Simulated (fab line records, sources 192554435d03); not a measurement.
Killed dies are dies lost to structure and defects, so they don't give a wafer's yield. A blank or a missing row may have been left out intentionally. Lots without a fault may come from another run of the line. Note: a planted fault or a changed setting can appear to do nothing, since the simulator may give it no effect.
fab line records	flow n5_finfet
[record] lots = 4	wafers = 12	last_day = 18
route steps=1938 shown STI_FIN_REVEAL@209 DUMMY_GATE@212 ILD0@338 PASSIVATION@1936
lots untouched by any fault: they come from a run of this same line in which no faults occurred
start_h: hours from the record's first day to the start of the lot's first wafer shown	wait_h: hours since the lot's step before	" identical to the entry in the row above	L1.1+2: several wafers, shown together as one row	- either no value or no given start	* or withheld: withheld	< > ~ a bound
route shown NAME@n: names a module that has steps shown in the file, with the first one's number in the route	usual: mean and standard deviation over wafers with no fault	same: alike in all rows	chamber/n: place in a boat	sites: the reading at each site	_std_site: how widely they spread, as a standard deviation	_edge_site: the outer-site mean with the inner-site mean subtracted	radius_mm: how far each site lies from the wafer's centre	mask NAME#n: copy n	behind: the tool/chamber that last shaped the wafer	hold: cause of the lot's hold/its duration in hours/its outcome	device: names the non-switching transistor (n, p or np)	end of line: the same wafers' tests at the end of the route	step lacking rows: just its recipe	killed: dies lost to structure and defects at the first sort, not the wafer's yield	map: a wafer's dies, x killed, . not, _ none there
set.NAME: the setting that was run; set.NAME@STEP: the one run at that earlier step	model.NAME: the simulator's own value behind a step, which no gauge read
certain route steps with their lots: each step a table, each wafer a row
services: from which hour (start_h, from the record's first day; less than 0 if before it) a tool's chamber was out of use, for how many hours, and why
[[steps]]
[step N5_STI_FIN_REVEAL_PRECLEAN_18]
[recipe] chemistry = SC2	time_s = 45	temp_c = 35	mix = 1:1:50
[step N5_STI_FIN_REVEAL_SRD_28]
[recipe] dry = ipa_marangoni	time_s = 30	temp_c = 23	rinse_liquid = diw
[step N5_DUMMY_GATE_PRECLEAN_00]
[recipe] chemistry = O3/DIW	time_s = 60	temp_c = 22	o3_ppm = 10
[step N5_DUMMY_GATE_SRD_01]
[recipe] time_s = 30	temp_c = 23	rinse_liquid = diw	dry = ipa_marangoni
[step N5_DUMMY_GATE_ALD_02]
[recipe] material = SiO2	target_thk_a = 20	temp_c = 300	ald_precursor_family = BDEAS	ald_co_reactant = O2-plasma	pulse_time_s = 1	pressure_torr = 2
[step N5_DUMMY_GATE_CVD_03]
[recipe] material = a-Si	target_thk_a = 1500	temp_c = 530	precursor = SiH4	time_s = 8042
[step N5_DUMMY_GATE_PRECLEAN_46]
[recipe] chemistry = DIW	time_s = 89.5	temp_c = 23
[step N5_DUMMY_GATE_SRD_47]
[recipe] dry_time_s = 32	dry = n2_spin	spin_rpm = 1500
[step N5_DUMMY_GATE_CMP_04]
[recipe] material = a-Si	post_cmp_clean = alkaline_brush
[step N5_DUMMY_GATE_HM_DEP_06]
[recipe] material = SiNx	target_thk_a = 800	precursor = DCS/NH3	temp_c = 700	pressure_mtorr = 300	time_s = 5141
[usual] spike_tc_centre_C = 699.9/0.45	spike_tc_upper_C = 699.2/0.95	zone_power_lower_pct = 10.0/0.31
lot.wafer	tool	chamber	start_h	wait_h	spike_tc_centre_C	spike_tc_upper_C	zone_power_lower_pct	model.SiNx_of_DUMMY_GATE_HM_DEP_06.thk_nm
L610.2	lpcvd-01	1/20	100.87	0.0	699.7	700.7	10.0	80.6
L610.4	"	1/29	"	"	699.7	700.7	10.0	80
L610.5	"	1/34	"	"	699.7	700.7	10.0	81
L613.1	lpcvd-01	1/15	120.19	2.5	700.2	699.6	10.0	42
L613.3	"	1/25	"	"	700.2	699.6	10.0	42.8
L613.5	"	1/34	"	"	700.2	699.6	10.0	42.6
L614.4	lpcvd-01	0/104	124.10	2.7	699.9	700.2	9.4	42.4
L614.5	"	0/109	"	"	699.9	700.2	9.4	42.2
L614.6	"	0/114	"	"	699.9	700.2	9.4	42.2
L623.1	lpcvd-02	1/90	177.93	3.2	700.0	698.0	10.2	80.2
L623.4	"	1/104	"	"	700.0	698.0	10.2	80.2
L623.6	"	1/114	"	"	700.0	698.0	10.2	79.8
[step N5_DUMMY_GATE_PECVD_30]
[recipe] material = SiO2	target_thk_a = 550	temp_c = 400	precursor = TEOS/O2	pressure_torr = 6.5	rf_w = withheld	teos_flow_sccm = withheld	gas = O2	flow_sccm = 2650	time_s = 10.8
[step N5_DUMMY_GATE_COAT_34]
[recipe] resist = SOC	temp_c = 250	time_s = 60	spin_rpm = 1500	resist_thk_nm = 60
[step N5_DUMMY_GATE_COAT_35]
[recipe] resist = SiARC	temp_c = 220	time_s = 60	spin_rpm = 1500	resist_thk_nm = 10
[step N5_DUMMY_GATE_COAT_28]
[recipe] resist = underlayer	temp_c = 205	time_s = 60	spin_rpm = 1500	resist_thk_nm = 10
[step N5_DUMMY_GATE_COAT_09]
[recipe] resist = CAR-EUV	spin_rpm = 1500	resist_thk_nm = 30
[step N5_DUMMY_GATE_EBR_11]
[recipe] solvent = PGMEA	ebr_width_mm = 1.5
[step N5_DUMMY_GATE_SOFTBAKE_10]
[recipe] temp_c = 110	time_s = 60	resist = CAR-EUV
[step N5_DUMMY_GATE_EXPOSE_12]
[recipe] mask_id = GATE	na = 0.33	source_shape = annular	sigma_inner = 0.2	sigma_outer = 0.6	polarization = unpolarized	target_cd_nm = 25	dose_mj = 34
[step N5_DUMMY_GATE_PEB_13]
[recipe] peb_temp_c = 100	peb_time_s = 60	resist = CAR-EUV
[step N5_DUMMY_GATE_DEVELOP_14]
[recipe] develop_time_s = 30	developer = TMAH	resist = CAR-EUV	rinse_liquid = surfactant_rinse	dry = air_spin	dev_temp_c = 23
[step N5_DUMMY_GATE_DESCUM_20]
[recipe] chemistry = O2	time_s = 6.2	source_power_w = 50	bias_power_w = 20	pressure_mtorr = 20	rf_frequency_hz = 2.712e+07	temp_c = 40	resist = CAR-EUV	o2_flow_sccm = 225
[step N5_DUMMY_GATE_ETCH_29]
[recipe] chemistry = N2/H2	target = underlayer	target_depth_a = 130	ion_energy_ev = 200	pressure_mtorr = 30	source_w = 840	bias_w = 150	n2_flow_sccm = 200	h2_flow_sccm = 200
[step N5_DUMMY_GATE_ETCH_36]
[recipe] chemistry = CF4	target = SiARC	target_depth_a = 130	pressure_mtorr = 40	source_w = 545	bias_w = 36	Ar_flow_sccm = 100	cf4_flow_sccm = 100	ion_energy_ev = 80
[step N5_DUMMY_GATE_ETCH_37]
[recipe] chemistry = N2/H2	target = SOC	target_depth_a = 600	overetch_a = 300	temp_c = 40	ion_energy_ev = 200	pressure_mtorr = 30	source_w = 840	bias_w = 150	n2_flow_sccm = 200	h2_flow_sccm = 200
[step N5_DUMMY_GATE_STRIP_38]
[recipe] chemistry = N2/H2	temp_c = 40	n2_flow_sccm = 200	h2_flow_sccm = 200	rf_frequency_hz = 6e+07
[step N5_DUMMY_GATE_STRIP_39]
[recipe] chemistry = N2/H2	temp_c = 40	n2_flow_sccm = 200	h2_flow_sccm = 200	rf_frequency_hz = 6e+07
[step N5_DUMMY_GATE_TRIM_49]
[recipe] chemistry = O2	resist = SOC	time_s = 29	target_cd_nm = 14	source_power_w = 300	bias_power_w = 0	O2_flow_sccm = 100	temp_c = 20
[step N5_DUMMY_GATE_STRIP_40]
[recipe] chemistry = CF4	resist = SiARC	power_w = 300	bias_power_w = 75	pressure_mtorr = 50	cf4_flow_sccm = 150	rf_frequency_hz = 6e+07
[step N5_DUMMY_GATE_ETCH_31]
[recipe] chemistry = C4F6/O2	target = SiO2	mask_material = SOC	target_depth_a = 825	time_s = 27.5	ion_energy_ev = 250	pressure_mtorr = 30	source_w = 345	bias_w = 185	Ar_flow_sccm = 300	C4F6_flow_sccm = 10	O2_flow_sccm = 10
[step N5_DUMMY_GATE_STRIP_41]
[recipe] chemistry = O2	power_w = 400	temp_c = 40	pressure_mtorr = 30	rf_frequency_hz = 6e+07	bias_power_w = 0	overash_fraction = 0.3	o2_flow_sccm = 225
[step N5_DUMMY_GATE_HM_OPEN_21]
[recipe] chemistry = CH3F/O2	target = SiNx	target_depth_a = 1200	Ar_flow_sccm = 150	CH3F_flow_sccm = 30	O2_flow_sccm = 23	time_s = 171.4	pressure_mtorr = 30	source_w = 395	bias_w = 73	ion_energy_ev = 120.7
[step N5_DUMMY_GATE_ETCH_32]
[recipe] chemistry = CF4	target = SiO2	target_depth_a = 35	time_s = 3.9	ion_energy_ev = 350	pressure_mtorr = 10	icp_w = 800	bias_w = 400	cf4_flow_sccm = 80
[step N5_DUMMY_GATE_ETCH_23]
[recipe] chemistry = HBr/Cl2/O2	HBr_flow_sccm = 150	Cl2_flow_sccm = 80	O2_flow_sccm = 12	bias_w = 102	target_depth_a = 410	time_s = 22.3	target = poly-Si	mask_material = SiO2	pressure_mtorr = 10	icp_w = 800
[step N5_DUMMY_GATE_ETCH_44]
[recipe] chemistry = HBr/O2	over_etch_frac = 0.7	target_depth_a = 1275	stop_on = SiO2	ion_energy_ev = 60	bias_w = 20	target = poly-Si	mask_material = SiO2	pressure_mtorr = 20	icp_w = 400	HBr_flow_sccm = 120	O2_flow_sccm = 10
[step N5_ILD0_CMP_03]
[recipe] stop_on = SiNx	t_overpolish_s = 1.9	post_cmp_clean = alkaline_brush	down_force_psi = 4.1491	platen_rpm = 51.796	pad_velocity_m_s = 1.0306	target_thk_nm = 197.38
[usual] motor_current_A = 12.6/1.3	overpolish_run_s = 1.900/0.0085	time_to_endpoint_s = 70/4.6
lot.wafer	tool	chamber	start_h	wait_h	motor_current_A	overpolish_run_s	time_to_endpoint_s	model.SiNx_of_DUMMY_GATE_HM_DEP_06.thk_nm
L610.4	cmp-03	1	119.09	0.0	13.0	1.909	70	77
L610.2	"	0	"	"	12.3	1.912	70	77.6
L610.5	"	1	"	"	13.9	1.897	71	78
L613.1	cmp-02	3	139.68	0.0	12.9	1.894	68	39
L613.3	"	0	"	"	11.6	1.890	73	39.8
L613.5	"	3	"	"	13.1	1.902	68	39.4
L614.4	cmp-02	2	144.26	0.0	9.8	1.899	71	39.4
L614.6	"	2	"	"	9.4	1.888	68	39.2
L614.5	"	3	"	"	12.7	1.898	68	39.2
L623.4	cmp-04	2	199.33	0.1	12.3	1.893	75	77.2
L623.1	"	3	"	"	11.7	1.900	63	77.2
L623.6	"	2	"	"	12.2	1.912	71	76.8
[step N5_PASSIVATION_PROBE_49]
[usual] killed_at_M0_to_M3 = 34/11	killed_at_M4_up = 13/5.2	killed_at_contacts = 13/6.3	killed_at_front_end = 40/14	killed_at_other = 3.2/2.4	killed_dies = 104/19	killed_open = 69/14	killed_short = 32/7.5
[same] gross_dies = 1180	killed_at_back_side = 0
lot.wafer	tool	chamber	start_h	wait_h	killed_at_M0_to_M3	killed_at_M4_up	killed_at_contacts	killed_at_front_end	killed_at_other	killed_dies	killed_open	killed_short
L610.2	prober-02	-	319.90	0.1	47	11	16	27	3	104	71	33
L610.4	prober-02	-	320.00	0.2	39	17	13	35	3	107	82	23
L610.5	prober-02	-	320.05	0.2	30	19	18	31	4	102	71	27
L614.4	prober-02	-	349.87	0.2	37	15	18	27	5	102	70	27
L614.5	prober-02	-	349.92	0.2	27	13	18	29	3	90	63	27
L614.6	prober-02	-	349.97	0.3	18	6	11	36	2	73	48	23
L623.1	prober-02	-	421.56	0.0	17	29	5	48	6	105	64	39
L623.4	prober-02	-	421.71	0.2	27	22	6	40	2	97	61	33
L623.6	prober-02	-	421.81	0.3	22	28	11	40	3	104	75	29
// killed by level:class
L610.2 BEOL_M2:geometric_particle:open=12 MOL_CONTACT_COAG:geometric_particle:open=11 BEOL_M3:geometric_particle:open=8 BEOL_M4:geometric_particle:open=6 DUMMY_GATE:geometric_particle:open=6 BEOL_M0:geometric_particle:open=6 FIN_SAQP:geometric_particle:open=5 MOL_CONTACT_COAG:geometric_particle:short=5
L610.4 BEOL_M2:geometric_particle:open=16 FIN_SAQP:geometric_particle:open=10 MOL_CONTACT_COAG:geometric_particle:open=10 STI_FIN_REVEAL:geometric_particle:open=7 DUMMY_GATE:geometric_particle:open=5 BEOL_M0_SAQP:geometric_particle:open=5 BEOL_M3:geometric_particle:open=5 BEOL_M4:geometric_particle:open=5
L610.5 MOL_CONTACT_COAG:geometric_particle:open=16 BEOL_M2:geometric_particle:open=7 BEOL_M1:geometric_particle:open=6 DUMMY_GATE:geometric_particle:open=6 BEOL_M4:geometric_particle:open=6 FIN_SAQP:geometric_particle:open=5 FIN_SAQP:geometric_particle:short=5 BEOL_M3:geometric_particle:open=5
L614.4 MOL_CONTACT_COAG:geometric_particle:open=14 BEOL_M2:geometric_particle:open=10 FIN_SAQP:geometric_particle:open=9 BEOL_M4:geometric_particle:open=7 BEOL_M1:geometric_particle:open=6 BEOL_M0_SAQP:geometric_particle:short=5 STI_FIN_REVEAL:geometric_particle:open=4 BEOL_M0_SAQP:geometric_particle:open=4
L614.5 MOL_CONTACT_COAG:geometric_particle:open=17 BEOL_M2:geometric_particle:open=8 BEOL_M4:geometric_particle:open=8 BEOL_M0_SAQP:geometric_particle:open=6 STI_FIN_REVEAL:geometric_particle:open=4 STI_FIN_REVEAL:geometric_particle:short=4 ILD0:geometric_particle:short=4 GATE_CUT:geometric_particle:short=4
L614.6 MOL_CONTACT_COAG:geometric_particle:open=8 BEOL_M2:geometric_particle:open=7 FIN_SAQP:geometric_particle:open=5 FIN_SAQP:geometric_particle:short=4 STI_FIN_REVEAL:geometric_particle:open=4 DUMMY_GATE:geometric_particle:open=4 BEOL_M3:geometric_particle:open=4 STARTING-WAFER:geometric_particle:short=4
L623.1 BEOL_M4:geometric_particle:open=19 STI_FIN_REVEAL:geometric_particle:open=14 FIN_SAQP:geometric_particle:short=7 STI_FIN_REVEAL:geometric_particle:short=7 BEOL_M0_SAQP:geometric_particle:short=4 BEOL_M0_SAQP:geometric_particle:open=4 BEOL_M4:geometric_particle:short=4 STARTING-WAFER:geometric_particle:open=4
L623.4 STI_FIN_REVEAL:geometric_particle:open=17 BEOL_M4:geometric_particle:open=10 FIN_SAQP:geometric_particle:short=7 BEOL_M0_SAQP:geometric_particle:short=7 DUMMY_GATE:geometric_particle:open=5 BEOL_M4:geometric_particle:short=5 BEOL_M0_SAQP:geometric_particle:open=5 BEOL_M2:geometric_particle:open=5
L623.6 STI_FIN_REVEAL:geometric_particle:open=17 BEOL_M4:geometric_particle:open=16 MOL_CONTACT_COAG:geometric_particle:open=10 FIN_SAQP:geometric_particle:open=7 FIN_SAQP:geometric_particle:short=7 BEOL_M1:geometric_particle:open=5 BEOL_M4:geometric_particle:short=5 BEOL_M3:geometric_particle:open=4
[[services]]
tool	chamber	start_h	hours	kind
cmp-02	-	86.03	4.8	pm
cmp-02	-	98.95	0.2	repair
cmp-03	-	120.98	2.5	repair
cmp-02	-	130.90	4.0	pm
cmp-02	-	134.90	-	consumable_replace:conditioner
cmp-02	-	134.90	-	consumable_replace:pad
lpcvd-02	-	159.89	6.1	pm
cmp-02	-	171.99	2.0	repair
cmp-04	-	189.72	1.3	repair
cmp-03	-	192.55	7.1	pm
[[key]]
first_sign none at tools or gauges
[model_effect] step = N5_DUMMY_GATE_HM_DEP_06	value = SiNx_of_DUMMY_GATE_HM_DEP_06.thk_nm	without = 80.7	struck = 42.37
[model_effect] step = N5_ILD0_CMP_03	value = SiNx_of_DUMMY_GATE_HM_DEP_06.thk_nm	without = 77.63	struck = 39.33
met_at N5_DUMMY_GATE_HM_DEP_06
struck_wafers L613.1,L613.3,L613.5,L614.4,L614.5,L614.6
tester_left_out L613,L614
[fault] kind = process_parameter_drift	tool = lpcvd-01	chamber = -	onset_h = 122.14	steps = N5_DUMMY_GATE_HM_DEP_06	channel = time_s	offset = *	shape = step	end_h = 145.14	acts_in = *	stated = *
// tester_left_out: of these lots the tester's yield and bins aren't shown, on N5 and GAA mostly nor the transistor test; their killed dies are dies lost to structure and defects alone, not to doping, threshold or leakage, so they don't give the yield
